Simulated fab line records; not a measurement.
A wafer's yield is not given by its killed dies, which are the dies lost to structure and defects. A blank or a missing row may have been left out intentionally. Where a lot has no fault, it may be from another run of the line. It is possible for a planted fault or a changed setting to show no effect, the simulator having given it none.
Which tool was responsible?	flow n5_finfet	24 lots with 72 wafers sampled at 6 steps, on a route of 1938 steps

== WHAT THE GAUGES SHOWED, per wafer ==
N5_BEOL_M5_THK_MEAS_53: measures by xrf. Usual: M5_THK gives 60.2 nm (standard deviation 1.5).
lot	measured	on	M5_THK (nm)	flag
L074	day 8 10:02	film_metro-01	58.6 60.6 60.1	
L075	day 8 11:46	film_metro-01	59.3 59.6 58.2	
L076	day 8 18:46	film_metro-01	59.4 60.7 61.1	
L077	day 8 19:05	film_metro-02	58.8 60.6 59.8	
L078	day 9 07:48	film_metro-02	60.1 60.9 59.6	
L080	day 9 12:31	film_metro-02	60.6 59.4 60.8	
L079	day 9 15:19	film_metro-01	62.6 61.0 62.4	
L081	day 9 17:02	film_metro-01	58.9 59.2 59.0	
L082	day 10 00:47	film_metro-02	58.9 60.5 60.5	
L083	day 10 17:49	film_metro-01	61.7 58.2 60.0	
L084	day 10 22:58	film_metro-01	62.9 61.4 59.0	
L086	day 10 23:14	film_metro-02	59.2 60.8 61.7	
L085	day 11 04:27	film_metro-01	59.7 59.3 60.3	
L087	day 11 12:52	film_metro-02	61.0 60.1 59.3	
L088	day 12 01:29	film_metro-01	56.5 60.2 61.6	
L089	day 12 01:07	film_metro-02	59.2 60.6 58.8	
L090	day 12 06:31	film_metro-02	61.8 62.0 62.2	
L091	day 12 06:47	film_metro-01	58.5 61.2 58.1	
L093	day 13 00:01	film_metro-01	60.3 61.6 60.0	
L092	day 13 06:35	film_metro-01	59.5 58.7 57.4	
L094	day 13 10:21	film_metro-01	59.7 59.0 64.0	
L095	day 14 02:09	film_metro-01	62.0 60.0 61.2	
L096	day 14 15:42	film_metro-02	62.7 59.8 62.9	
L097	day 14 15:56	film_metro-02	60.8 60.8 59.8	

== TOOL THAT RAN EACH LOT (tool first, then ch and the chambers of the sampled wafers, then the start) ==
lot	N5_BEOL_M4_ANNEAL_89	N5_BEOL_M5_HM_DEP_02	N5_BEOL_M5_DESCUM_16	N5_BEOL_M5_STRIP_91	N5_BEOL_M5_DEGAS_44
L074	pvd_sputter-03, day 7 20:29	pvd_sputter-02, day 8 00:05	rie_diel-05 ch 0,1,2, day 8 00:40	rie_diel-06 ch 2,3, day 8 02:30 or earlier	pvd_sputter-01, day 8 02:30
L075	pvd_sputter-01, day 7 21:55	pvd_sputter-03, day 8 02:07	rie_diel-04 ch 0,1,3, day 8 02:41	rie_diel-06 ch 0,1,2, day 8 05:17 or earlier	pvd_sputter-02, day 8 05:17
L076	pvd_sputter-01, day 8 03:50	pvd_sputter-03, day 8 09:35	rie_diel-06 ch 2,3, day 8 10:06	rie_diel-05 ch 0,1,2, day 8 13:02 or earlier	pvd_sputter-03, day 8 13:02
L077	pvd_sputter-02, day 8 04:18	pvd_sputter-03, day 8 09:47	rie_diel-06 ch 2,3, day 8 10:20	rie_diel-06 ch 0,3, day 8 13:07 or earlier	pvd_sputter-02, day 8 13:07
L078	pvd_sputter-02, day 8 19:00	pvd_sputter-03, day 8 23:09	rie_diel-05 ch 0,3, day 8 23:53	rie_diel-06 ch 1,2,3, day 9 02:06 or earlier	pvd_sputter-03, day 9 02:06
L080	pvd_sputter-03, day 8 22:03	pvd_sputter-02, day 9 02:05	rie_diel-06 ch 0,3, day 9 02:40	rie_diel-06 ch 0,1, day 9 06:23 or earlier	pvd_sputter-02, day 9 06:23
L079	pvd_sputter-01, day 8 23:32	pvd_sputter-02, day 9 05:08	rie_diel-04 ch 0,1,3, day 9 05:40	rie_diel-04 ch 0,2,3, day 9 07:51 or earlier	pvd_sputter-01, day 9 07:51
L081	pvd_sputter-01, day 9 01:35	pvd_sputter-02, day 9 06:13	rie_diel-06 ch 1,2,3, day 9 08:25	rie_diel-06 ch 0,1,3, day 9 11:08 or earlier	pvd_sputter-02, day 9 11:08
L082	pvd_sputter-01, day 9 09:01	pvd_sputter-01, day 9 15:04	rie_diel-05 ch 0,2,3, day 9 15:35	rie_diel-04 ch 0,1, day 9 17:45 or earlier	pvd_sputter-03, day 9 17:45
L083	pvd_sputter-01, day 10 04:08	pvd_sputter-03, day 10 08:50	rie_diel-05 ch 0,3, day 10 09:30	rie_diel-05 ch 1,2, day 10 12:05 or earlier	pvd_sputter-03, day 10 12:05
L084	pvd_sputter-02, day 10 07:57	pvd_sputter-03, day 10 12:19	rie_diel-05 ch 0,3, day 10 12:50	rie_diel-04 ch 0,2,3, day 10 16:58 or earlier	pvd_sputter-03, day 10 16:58
L086	pvd_sputter-01, day 10 09:23	pvd_sputter-01, day 10 12:55	rie_diel-04 ch 1,2, day 10 13:26	rie_diel-04 ch 1,2,3, day 10 17:03 or earlier	pvd_sputter-03, day 10 17:03
L085	pvd_sputter-01, day 10 14:30	pvd_sputter-02, day 10 18:47	rie_diel-05 ch 1,3, day 10 19:26	rie_diel-06 ch 0,2, day 10 22:33 or earlier	pvd_sputter-02, day 10 22:33
L087	pvd_sputter-03, day 11 00:08	pvd_sputter-03, day 11 04:05	rie_diel-04 ch 0,2,3, day 11 04:37	rie_diel-06 ch 0,2,3, day 11 07:01 or earlier	pvd_sputter-01, day 11 07:01
L088	pvd_sputter-03, day 11 01:58	pvd_sputter-01, day 11 06:44	rie_diel-04 ch 0,2,3, day 11 07:34	rie_diel-05 ch 0,1,3, day 11 11:25 or earlier	pvd_sputter-03, day 11 11:25
L089	pvd_sputter-02, day 11 10:43	pvd_sputter-03, day 11 15:12	rie_diel-04 ch 0,3, day 11 15:43	rie_diel-05 ch 0,3, day 11 19:23 or earlier	pvd_sputter-01, day 11 19:23
L090	pvd_sputter-01, day 11 13:26	pvd_sputter-03, day 11 18:10	rie_diel-04 ch 2,3, day 11 18:41	rie_diel-04 ch 0,2, day 12 00:46 or earlier	pvd_sputter-02, day 12 00:46
L091	pvd_sputter-01, day 11 15:59	pvd_sputter-03, day 11 19:39	rie_diel-04 ch 0,2,3, day 11 20:18	rie_diel-04 ch 0,3, day 12 01:04 or earlier	pvd_sputter-01, day 12 01:04
L093	pvd_sputter-01, day 12 10:42	pvd_sputter-03, day 12 14:52	rie_diel-06 ch 0,1,2, day 12 15:39	rie_diel-04 ch 0,2,3, day 12 18:11 or earlier	pvd_sputter-02, day 12 18:11
L092	pvd_sputter-02, day 12 16:26	pvd_sputter-02, day 12 20:46	rie_diel-05 ch 0,1,3, day 12 21:17	rie_diel-06 ch 0,2,3, day 13 00:20 or earlier	pvd_sputter-02, day 13 00:20
L094	pvd_sputter-01, day 12 17:49	pvd_sputter-02, day 12 23:37	rie_diel-05 ch 1,3, day 13 01:09	rie_diel-06 ch 0,2,3, day 13 03:49 or earlier	pvd_sputter-03, day 13 03:49
L095	pvd_sputter-03, day 13 10:56	pvd_sputter-02, day 13 17:05	rie_diel-05 ch 0,2,3, day 13 17:56	rie_diel-04 ch 0,3, day 13 20:21 or earlier	pvd_sputter-03, day 13 20:21
L096	pvd_sputter-03, day 14 00:44	pvd_sputter-02, day 14 05:16	rie_diel-06 ch 0,1,2, day 14 05:54	rie_diel-04 ch 0,2,3, day 14 09:42 or earlier	pvd_sputter-02, day 14 09:42
L097	pvd_sputter-02, day 14 00:49	pvd_sputter-03, day 14 05:22	rie_diel-06 ch 0,1,2, day 14 06:08	rie_diel-05 ch 0,1,2, day 14 09:44 or earlier	pvd_sputter-01, day 14 09:44
- N5_BEOL_M4_ANNEAL_89: time 240 s.
- N5_BEOL_M5_HM_DEP_02: deposits TiN, target thk 20 nm.
- N5_BEOL_M5_DESCUM_16: chemistry O2, time 7 s.
- N5_BEOL_M5_STRIP_91: strips in N2/H2, time 10 s.
- N5_BEOL_M5_DEGAS_44: time 60 s.

== WHAT THE TOOLS THEMSELVES READ (means of the sampled wafers that have a number; where no wafer has one, the mark that the record gives instead) ==
N5_BEOL_M4_ANNEAL_89. Usual: heater_power_w 816 W, standard deviation 84; susceptor_temp_C_max 401.0, standard deviation 0.44.
lot	tool	heater_power_w (W)	susceptor_temp_C_max	flag
L074	pvd_sputter-03	829	401.2	
L075	pvd_sputter-01	828	401.2	
L076	pvd_sputter-01	767	401.2	
L077	pvd_sputter-02	833	400.9	
L078	pvd_sputter-02	858	400.9	
L080	pvd_sputter-03	862	400.8	
L079	pvd_sputter-01	771	401.1	
L081	pvd_sputter-01	773	401.2	
L082	pvd_sputter-01	800	401.0	
L083	pvd_sputter-01	793	400.7	
L084	pvd_sputter-02	855	400.7	
L086	pvd_sputter-01	851	400.9	
L085	pvd_sputter-01	812	401.0	
L087	pvd_sputter-03	788	401.0	
L088	pvd_sputter-03	892	401.0	
L089	pvd_sputter-02	868	401.0	
L090	pvd_sputter-01	753	401.1	
L091	pvd_sputter-01	818	400.9	
L093	pvd_sputter-01	826	401.0	
L092	pvd_sputter-02	855	400.8	
L094	pvd_sputter-01	825	401.3	
L095	pvd_sputter-03	969	400.5	
L096	pvd_sputter-03	724	401.1	
L097	pvd_sputter-02	858	400.9	

N5_BEOL_M5_HM_DEP_02. Usual: throttle_valve_pct reads 30.7 % (standard deviation 0.8).
lot	tool	throttle_valve_pct (%)	flag
L074	pvd_sputter-02	31.1	
L075	pvd_sputter-03	30.6	
L076	pvd_sputter-03	30.1	
L077	pvd_sputter-03	30.2	
L078	pvd_sputter-03	30.1	
L080	pvd_sputter-02	31.2	
L079	pvd_sputter-02	30.9	
L081	pvd_sputter-02	31.3	
L082	pvd_sputter-01	31.4	
L083	pvd_sputter-03	30.3	
L084	pvd_sputter-03	30.3	
L086	pvd_sputter-01	30.9	
L085	pvd_sputter-02	31.1	
L087	pvd_sputter-03	29.6	
L088	pvd_sputter-01	30.8	
L089	pvd_sputter-03	30.6	
L090	pvd_sputter-03	30.3	
L091	pvd_sputter-03	30.1	
L093	pvd_sputter-03	30.3	
L092	pvd_sputter-02	31.4	
L094	pvd_sputter-02	31.1	
L095	pvd_sputter-02	31.6	
L096	pvd_sputter-02	30.9	
L097	pvd_sputter-03	30.5	

N5_BEOL_M5_DESCUM_16. Usual: drypump_motor_current_A 5.7 A, standard deviation 0.39; oes_product_au 0.76 a.u., standard deviation 0.076; rf_vpp_V 243.0 V, standard deviation 1.3; showerhead_plenum_p_Torr 2.09 Torr, standard deviation 0.063; throttle_valve_pct 20.53 %, standard deviation 0.22.
lot	tool	drypump_motor_current_A (A)	oes_product_au (a.u.)	rf_vpp_V (V)	showerhead_plenum_p_Torr (Torr)	throttle_valve_pct (%)	flag
L074	rie_diel-05	5.5	0.77	243.2	2.09	20.56	
L075	rie_diel-04	5.5	0.77	242.9	2.09	20.56	
L076	rie_diel-06	5.7	0.73	244.9	2.17	20.42	
L077	rie_diel-06	5.7	0.73	244.2	2.17	20.42	
L078	rie_diel-05	5.7	0.78	242.3	2.07	20.42	
L080	rie_diel-06	5.6	0.71	243.9	2.15	20.29	
L079	rie_diel-04	5.5	0.76	242.9	2.09	20.57	
L081	rie_diel-06	5.6	0.73	243.3	2.12	20.48	
L082	rie_diel-05	5.6	0.79	242.3	2.10	20.45	
L083	rie_diel-05	5.9	0.75	243.2	2.12	20.64	
L084	rie_diel-05	5.8	0.78	242.5	2.07	20.44	
L086	rie_diel-04	6.3	0.84	243.6	2.08	20.58	
L085	rie_diel-05	5.6	0.74	241.7	2.00	20.48	
L087	rie_diel-04	5.7	0.84	242.9	2.06	20.63	
L088	rie_diel-04	5.7	0.82	242.9	2.05	20.62	
L089	rie_diel-04	5.4	0.79	242.4	2.05	20.62	
L090	rie_diel-04	6.0	0.87	242.3	2.05	20.66	
L091	rie_diel-04	5.7	0.82	243.4	2.05	20.63	
L093	rie_diel-06	5.8	0.78	242.5	2.10	20.42	
L092	rie_diel-05	5.7	0.73	243.0	2.05	20.59	
L094	rie_diel-05	5.5	0.72	240.6	2.00	20.51	
L095	rie_diel-05	5.6	0.77	242.4	2.09	20.49	
L096	rie_diel-06	5.8	0.76	242.8	2.09	20.44	
L097	rie_diel-06	5.8	0.76	242.5	2.09	20.45	

N5_BEOL_M5_STRIP_91. Usual: drypump_motor_current_A 5.7 A, standard deviation 0.4; oes_product_au 0.77 a.u., standard deviation 0.082; rf_vpp_V 59.1 V, standard deviation 0.96; showerhead_plenum_p_Torr 2.54 Torr, standard deviation 0.08; throttle_valve_pct 23.61 %, standard deviation 0.28.
lot	tool	drypump_motor_current_A (A)	oes_product_au (a.u.)	rf_vpp_V (V)	showerhead_plenum_p_Torr (Torr)	throttle_valve_pct (%)	flag
L074	rie_diel-06	5.7	0.72	59.6	2.63	23.41	
L075	rie_diel-06	5.8	0.72	58.8	2.56	23.56	
L076	rie_diel-05	5.5	0.77	59.6	2.54	23.71	
L077	rie_diel-06	5.4	0.73	59.7	2.63	23.29	
L078	rie_diel-06	5.7	0.74	58.6	2.56	23.43	
L080	rie_diel-06	5.8	0.72	58.7	2.49	23.60	
L079	rie_diel-04	5.7	0.86	58.5	2.50	23.80	
L081	rie_diel-06	5.6	0.72	60.3	2.56	23.45	
L082	rie_diel-04	5.7	0.76	59.7	2.52	23.64	
L083	rie_diel-05	5.4	0.76	59.0	2.46	23.68	
L084	rie_diel-04	5.7	0.84	58.5	2.49	23.81	
L086	rie_diel-04	5.8	0.79	59.3	2.54	23.77	
L085	rie_diel-06	5.8	0.88	59.6	2.61	23.38	
L087	rie_diel-06	5.7	0.80	59.6	2.62	23.33	
L088	rie_diel-05	5.7	0.74	58.8	2.49	23.75	
L089	rie_diel-05	5.9	0.73	59.7	2.56	23.82	
L090	rie_diel-04	6.2	0.87	59.2	2.47	23.72	
L091	rie_diel-04	5.3	0.77	59.2	2.52	23.94	
L093	rie_diel-04	5.7	0.81	58.7	2.49	23.83	
L092	rie_diel-06	5.6	0.79	59.0	2.62	23.37	
L094	rie_diel-06	5.6	0.78	58.8	2.61	23.37	
L095	rie_diel-04	5.3	0.77	58.8	2.51	23.95	
L096	rie_diel-04	5.8	0.81	58.2	2.48	23.85	
L097	rie_diel-05	5.5	0.73	59.5	2.52	23.77	

N5_BEOL_M5_DEGAS_44. Usual: heater_power_w reads 334 W (standard deviation 35).
lot	tool	heater_power_w (W)	flag
L074	pvd_sputter-01	334	
L075	pvd_sputter-02	338	
L076	pvd_sputter-03	327	
L077	pvd_sputter-02	349	
L078	pvd_sputter-03	311	
L080	pvd_sputter-02	344	
L079	pvd_sputter-01	301	
L081	pvd_sputter-02	356	
L082	pvd_sputter-03	365	
L083	pvd_sputter-03	374	
L084	pvd_sputter-03	341	
L086	pvd_sputter-03	349	
L085	pvd_sputter-02	332	
L087	pvd_sputter-01	338	
L088	pvd_sputter-03	313	
L089	pvd_sputter-01	316	
L090	pvd_sputter-02	336	
L091	pvd_sputter-01	291	
L093	pvd_sputter-02	336	
L092	pvd_sputter-02	340	
L094	pvd_sputter-03	374	
L095	pvd_sputter-03	353	
L096	pvd_sputter-02	339	
L097	pvd_sputter-01	341	

== THE ANSWER, worked out from the rows above alone ==
Rule: a lot is off if the mean of its wafers that have a number lies more than 3 standard deviations from the usual mean. Also off: a lot with no number at a reading for which 4 or more lots have one. All remaining lots with rows at the step are treated as sound. The gauges are gone through in route order, then the tools' own readings, and for those a lot's mean is taken as printed above. The first step at which some lot is off is used, and at that step the reading that is off furthest; a lot without a number counts as furthest.
None of the lots is off at any reading shown; this tells nothing.

== WHAT THE SIMULATOR HAD PUT IN ==
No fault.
